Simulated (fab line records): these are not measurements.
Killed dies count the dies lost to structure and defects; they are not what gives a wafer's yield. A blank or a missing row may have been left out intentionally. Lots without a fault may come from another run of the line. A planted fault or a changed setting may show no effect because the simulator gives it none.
Which of the tools did it? ; flow n5_finfet ; Sampling: 11 lots, 26 wafers, 5 of 1938 route steps

== WHAT EACH GAUGE READ, for each wafer ==
N5_WELL_APT_OVL_MEAS_26.
lot;measured;on;PWELL_OVL (nm)
L112;day 1 20:50;overlay-02;-7 2
L114;day 2 10:07;overlay-02;0 11 10
L117;day 3 02:46;overlay-02;5 -4 5
L120;day 3 21:19;overlay-01;7 6
L121;day 4 02:58;overlay-01;4 6
L123;day 4 14:58;overlay-01;-4 0
L124;day 4 20:50;overlay-01;-7 -1
L125;day 5 03:20;overlay-02;-1 2
L126;day 5 09:22;overlay-02;6 17 3
L127;day 5 15:36;overlay-01;-3 -2
L131;day 6 14:53;overlay-01;7 4 3

N5_BEOL_M4_RC_MEAS_101.
lot;measured;on;DIBL_N (mV/V);DIBL_P (mV/V);IOFF_N (nA/um);IOFF_N_LONG (nA/um);IOFF_P (nA/um);ION_N (uA/um);ION_P (uA/um);SS_N (mV/dec);SS_P (mV/dec);VT_N (mV);VT_P (mV)
L112;day 7 20:10;prober-01;35.2 36.8;35.1 35.2;0.17 0.21;6.1e-05 6.4e-05;0.22 0.22;691 694;472 466;70.9 71.7;73.1 73.5;244 242;-245 -246
L114;day 8 14:39;prober-01;36.7 37.8 34.0;37.6 38.4 33.3;0.18 0.21 0.13;5.4e-05 5.6e-05 5.6e-05;0.24 0.24 0.16;670 678 667;463 455 459;72.8 73.3 72.2;73.0 74.1 73.1;249 250 257;-249 -249 -254
L117;day 9 08:00;prober-02;32.5 35.9 35.7;32.2 35.1 35.0;0.11 0.15 0.15;5.6e-05 5.7e-05 5.6e-05;0.16 0.19 0.18;679 676 675;473 460 464;69.6 70.2 70.1;71.7 73.4 72.7;256 251 251;-251 -251 -249
L120;day 10 00:16;prober-01;35.4 37.5;34.6 39.3;0.14 0.18;5.4e-05 5.3e-05;0.15 0.25;656 675;445 459;71.9 71.5;72.7 73.4;252 247;-257 -250
L121;day 10 13:32;prober-02;35.7 36.6;36.2 37.1;0.15 0.18;5.8e-05 5.9e-05;0.21 0.20;659 673;460 457;71.7 71.1;73.8 72.8;252 246;-251 -251
L123;day 11 09:38;prober-01;33.6 37.2;33.9 37.7;0.11 0.18;5.1e-05 5.5e-05;0.16 0.20;669 682;461 460;71.3 71.8;72.5 73.6;254 248;-254 -254
L124;day 11 03:13;prober-01;37.8 35.9;37.0 37.3;0.22 0.17;5.8e-05 5.6e-05;0.23 0.24;678 665;454 459;72.3 71.3;73.3 73.5;245 249;-250 -245
L125;day 12 04:47;prober-02;35.2 32.2;36.0 30.1;0.17 0.10;5.4e-05 5.4e-05;0.22 0.13;695 655;472 448;71.0 70.8;73.5 71.6;248 257;-248 -258
L126;day 12 04:15;prober-01;38.5 38.6 35.5;39.3 39.2 36.2;0.21 0.21 0.16;7.4e-05 7.4e-05 7.4e-05;0.24 0.26 0.20;682 680 693;464 470 472;72.3 72.1 71.3;73.3 73.0 72.3;248 249 248;-251 -248 -249
L127;day 12 08:29;prober-01;34.9 39.8;34.7 40.8;0.13 0.25;5.6e-05 5.5e-05;0.18 0.29;658 683;448 465;72.0 72.4;73.1 74.8;254 242;-253 -246
L131;day 12 12:43;prober-01;36.8 31.9 35.8;37.8 32.5 36.6;0.16 0.09 0.15;7.3e-05 6.9e-05 7.2e-05;0.21 0.15 0.20;682 657 673;463 462 466;71.4 70.5 71.2;73.6 71.4 72.9;250 258 251;-248 -256 -251

== EACH LOT AND THE TOOL THAT RAN IT (in order: tool; ch and the chambers of the sampled wafers; start) ==
lot;N5_ZERO_LAYER_DESCUM_16;N5_WELL_APT_RTA_34;N5_PMOS_HMC_CHANNEL_EPI_FIN_RECESS_16
L112;rie_diel-06 ch 0, day 1 18:49;rtp_anneal-02 ch 0, day 1 21:53;rie_si-02 ch 0,2, day 1 23:47
L114;rie_diel-02 ch 1,2,3, day 2 07:41;rtp_anneal-02 ch 0, day 2 11:03;rie_si-01 ch 2,3, day 2 12:52
L117;rie_diel-02 ch 0,3, day 3 00:41;rtp_anneal-02 ch 0, day 3 04:08;rie_si-01 ch 1,2, day 3 05:59
L120;rie_diel-06 ch 0,1, day 3 18:50;rtp_anneal-01 ch 0, day 3 22:10;rie_si-02 ch 2,3, day 4 00:02
L121;rie_diel-06 ch 2,3, day 4 00:49;rtp_anneal-01 ch 0, day 4 03:50;rie_si-01 ch 0,3, day 4 05:39
L123;rie_diel-01 ch 2,3, day 4 12:41;rtp_anneal-01 ch 0, day 4 15:48;rie_si-01 ch 2,3, day 4 17:51
L124;rie_diel-06 ch 0,3, day 4 18:41;rtp_anneal-01 ch 0, day 4 21:48;rie_si-01 ch 0,1, day 4 23:53
L125;rie_diel-02 ch 1,2, day 5 01:11;rtp_anneal-02 ch 0, day 5 04:14;rie_si-01 ch 2,3, day 5 06:07
L126;rie_diel-01 ch 0,3, day 5 06:41;rtp_anneal-02 ch 0, day 5 10:50;rie_si-02 ch 0,1,2, day 5 12:41
L127;rie_diel-01 ch 2, day 5 12:41;rtp_anneal-01 ch 0, day 5 16:29;rie_si-02 ch 0,1, day 5 18:22
L131;rie_diel-06 ch 1,2, day 6 12:41;rtp_anneal-02 ch 0, day 6 15:52;rie_si-06 ch 2,3, day 6 17:35
- N5_ZERO_LAYER_DESCUM_16: chemistry O2, time 7.9 s.
- N5_WELL_APT_RTA_34: time 10 s.
- N5_PMOS_HMC_CHANNEL_EPI_FIN_RECESS_16: chemistry HBr/Cl2, target Si, target depth 54 nm, time 18 s.

== WHAT THE TOOLS THEMSELVES READ (means of the sampled wafers that have a number; where no wafer has one, the mark that the record gives instead) ==
N5_ZERO_LAYER_DESCUM_16.
lot;tool;drypump_motor_current_A (A);oes_product_au (a.u.);rf_vpp_V (V);showerhead_plenum_p_Torr (Torr);throttle_valve_pct (%)
L112;rie_diel-06;5.3;0.79;245.3;2.22;20.48
L114;rie_diel-02;5.8;0.73;244.1;2.11;20.42
L117;rie_diel-02;5.8;0.82;242.7;2.11;20.58
L120;rie_diel-06;5.7;0.74;244.8;2.21;20.64
L121;rie_diel-06;5.0;0.81;242.9;2.08;20.67
L123;rie_diel-01;5.6;0.71;243.4;2.08;20.62
L124;rie_diel-06;5.1;0.74;243.6;2.10;20.71
L125;rie_diel-02;5.8;0.73;244.0;2.12;20.30
L126;rie_diel-01;5.2;0.78;243.6;2.10;20.68
L127;rie_diel-01;5.8;0.73;243.8;2.06;20.61
L131;rie_diel-06;5.3;0.83;243.7;2.17;20.58

N5_WELL_APT_RTA_34.
lot;tool;lamp_power_pct (%);lamp_zone_1_pct (%);lamp_zone_2_pct (%);lamp_zone_3_pct (%);lamp_zone_4_pct (%);lamp_zone_5_pct (%);lamp_zone_6_pct (%);lamp_zone_7_pct (%);wafer_temp_C_max
L112;rtp_anneal-02;13.00;13.02;12.980;12.989;13.002;13.02;12.93;13.41;1003.8
L114;rtp_anneal-02;13.00;13.01;12.973;13.033;13.004;13.02;12.91;13.41;1003.0
L117;rtp_anneal-02;12.98;13.01;12.978;13.002;12.979;13.03;12.92;13.43;1003.2
L120;rtp_anneal-01;13.00;12.95;13.021;12.978;13.006;13.01;12.91;13.40;1003.5
L121;rtp_anneal-01;13.02;12.97;13.034;12.997;12.983;13.04;12.91;13.45;1004.1
L123;rtp_anneal-01;12.96;13.00;12.980;13.012;12.965;13.06;12.94;13.43;1003.5
L124;rtp_anneal-01;12.94;13.00;13.028;12.995;12.976;13.03;12.93;13.46;1002.8
L125;rtp_anneal-02;12.96;12.95;12.973;12.995;13.027;12.98;12.94;13.41;1003.5
L126;rtp_anneal-02;11.45;11.41;11.400;11.405;11.427;11.44;11.34;11.80;1002.9
L127;rtp_anneal-01;13.06;13.02;13.051;12.982;12.995;13.00;12.89;13.41;1002.0
L131;rtp_anneal-02;11.45;11.39;11.418;11.433;11.422;11.43;11.34;11.78;1003.8

N5_PMOS_HMC_CHANNEL_EPI_FIN_RECESS_16.
lot;tool;drypump_motor_current_A (A);oes_product_au (a.u.);throttle_valve_pct (%)
L112;rie_si-02;5.7;1.019;35.5
L114;rie_si-01;6.3;1.026;35.3
L117;rie_si-01;5.9;0.992;35.9
L120;rie_si-02;5.2;1.023;35.2
L121;rie_si-01;5.8;1.019;34.8
L123;rie_si-01;6.2;1.018;35.2
L124;rie_si-01;5.8;1.000;35.4
L125;rie_si-01;6.2;1.026;35.2
L126;rie_si-02;5.6;1.017;35.5
L127;rie_si-02;5.5;1.002;35.5
L131;rie_si-06;6.3;0.975;35.5

== THE ANSWER, worked out from the rows above alone ==
Rule: usual is defined by the lots themselves. The widest of any qualifying gaps counts: lots, ordered by their means at a reading, are off when they make up no more than a third of the lots, leave a main group of 4 or more, and stand apart from it by 3 or more times the standard deviation of that group's means. A main group is skipped when, at the precision printed for the reading in the tables above, its means are all equal. Also off: a lot with no number at a reading for which 4 or more lots have one. All remaining lots with rows at the step are treated as sound. Order of review: gauges by route order, followed by the tools' own readings, for which a lot's mean as printed above is used. The first step at which some lot is off is used, and at that step the reading that is off furthest; a lot without a number counts as furthest.
Off: at N5_BEOL_M4_RC_MEAS_101 (IOFF_N_LONG), L126, L131. Main group: mean 5.6e-05 nA/um, sd 2.8e-06.
If a tool, at a process step before that reading, ran all the lots that are off and no sound lot after the first of them, it fits. The gauges at N5_BEOL_M4_RC_MEAS_101 aren't tried: what is off there is off at N5_WELL_APT_RTA_34 too, on other tools, and a gauge's error can't cause that. One fits: N5_WELL_APT_RTA_34 on rtp_anneal-02. Its last sound lot is L125 (day 5 04:14), its first lot that is off L126 (day 5 10:50): a fault that began between those two fits.
The tool's own readings at N5_WELL_APT_RTA_34 bear it out: on the lots that are off they differ by more than 5 times the standard deviation of the sound lots' means. lamp_power_pct reads 11.45 % there against 12.99 % on the sound lots; lamp_zone_1_pct reads 11.40 % there against 12.99 % on the sound lots; lamp_zone_2_pct reads 11.409 % there against 13.002 % on the sound lots; lamp_zone_3_pct reads 11.419 % there against 12.998 % on the sound lots; lamp_zone_4_pct reads 11.425 % there against 12.993 % on the sound lots; lamp_zone_5_pct reads 11.43 % there against 13.02 % on the sound lots; lamp_zone_6_pct reads 11.34 % there against 12.92 % on the sound lots; lamp_zone_7_pct reads 11.79 % there against 13.42 % on the sound lots.

== WHAT THE SIMULATOR PUT IN ==
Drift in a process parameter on rtp_anneal-02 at N5_WELL_APT_RTA_34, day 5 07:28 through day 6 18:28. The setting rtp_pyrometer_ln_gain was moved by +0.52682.
Struck lots among those shown: L126, L131. The rule above reached the same finding.
